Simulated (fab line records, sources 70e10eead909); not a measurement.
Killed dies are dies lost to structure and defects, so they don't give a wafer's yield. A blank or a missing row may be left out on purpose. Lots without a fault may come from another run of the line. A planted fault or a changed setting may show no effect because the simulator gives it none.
Chamber matching | flow nand_harc | NHARC_P_M1_ETCH_35 on rie_diel-02: 4 sister chambers
The step etches the open film in N2/H2, target depth 40 nm, overetch 12 nm, time 43.94 s. 20 wafers are shown with their chamber, then 10 later ones without.

WAFERS WITH THEIR CHAMBER
wafer  | chamber | drypump_motor_current_A (A) | rf_vpp_V (V) | oes_product_au (a.u.)
L078.4 | 0       | 6.5                         | 428.9        | 1.009
L078.5 | 1       | 5.9                         | 425.3        | 1.008
L078.6 | 0       | 6.5                         | 428.2        | 0.995
L077.2 | 0       | 6.5                         | 427.8        | 0.989
L077.3 | 3       | 5.4                         | 430.8        | 0.992
L077.5 | 0       | 6.5                         | 429.0        | 0.996
L085.3 | 1       | 6.0                         | 426.4        | 1.024
L085.4 | 2       | 5.7                         | 427.9        | 1.001
L085.5 | 1       | 5.9                         | 426.2        | 1.018
L087.1 | 2       | 5.7                         | 428.1        | 1.000
L087.2 | 1       | 5.9                         | 427.1        | 1.015
L087.4 | 0       | 6.5                         | 428.5        | 0.996
L089.2 | 3       | 5.4                         | 429.7        | 0.993
L089.3 | 1       | 5.9                         | 426.6        | 1.022
L089.6 | 0       | 6.5                         | 428.0        | 1.001
L090.1 | 3       | 5.4                         | 431.9        | 1.000
L090.2 | 2       | 5.7                         | 429.9        | 1.019
L090.3 | 1       | 5.9                         | 426.3        | 1.015
L091.1 | 3       | 5.4                         | 430.6        | 0.987
L091.2 | 0       | 6.5                         | 427.8        | 0.998

SIGNATURES (means of the wafers above)
reading                 | chamber 0 | chamber 1 | chamber 2 | chamber 3 | scatter within a chamber
drypump_motor_current_A | 6.500     | 5.917     | 5.700     | 5.400     | 0.0228
rf_vpp_V                | 428.314   | 426.317   | 428.633   | 430.750   | 0.712
oes_product_au          | 0.99771   | 1.01700   | 1.00667   | 0.99300   | 0.00664
Rule: a wafer's distance from a chamber is the root of the sum, over the readings, of the square of ((its reading less the chamber's mean) divided by the reading's scatter). The wafer belongs to the nearest chamber; if the next one is less than 2 further off, it can't be placed. The scatter: the root of (the sum of the squares of (reading less its chamber's mean) over the shown wafers, divided by (wafers less chambers)).

WAFERS WITHOUT THEIR CHAMBER
wafer  | drypump_motor_current_A (A) | rf_vpp_V (V) | oes_product_au (a.u.)
L091.3 | 5.7                         | 429.5        | 1.021
L093.1 | 5.9                         | 427.2        | 1.004
L093.2 | 6.5                         | 427.6        | 0.995
L093.5 | 5.7                         | 430.9        | 1.020
L094.1 | 6.5                         | 428.2        | 1.002
L094.3 | 5.9                         | 424.9        | 1.029
L094.5 | 5.7                         | 430.1        | 1.008
L095.1 | 5.9                         | 427.9        | 1.014
L095.2 | 6.5                         | 429.4        | 0.994
L095.3 | 5.7                         | 430.8        | 1.006

WHICH CHAMBER EACH WENT THROUGH
wafer  | from the rows above | in truth
L091.3 | 2                   | 2
L093.1 | 1                   | 1
L093.2 | 0                   | 0
L093.5 | 2                   | 2
L094.1 | 0                   | 0
L094.3 | 1                   | 1
L094.5 | 2                   | 2
L095.1 | 1                   | 1
L095.2 | 0                   | 0
L095.3 | 2                   | 2
Placed correctly: 10 of 10. Can't be placed from these rows: 0. Placed wrongly: 0.
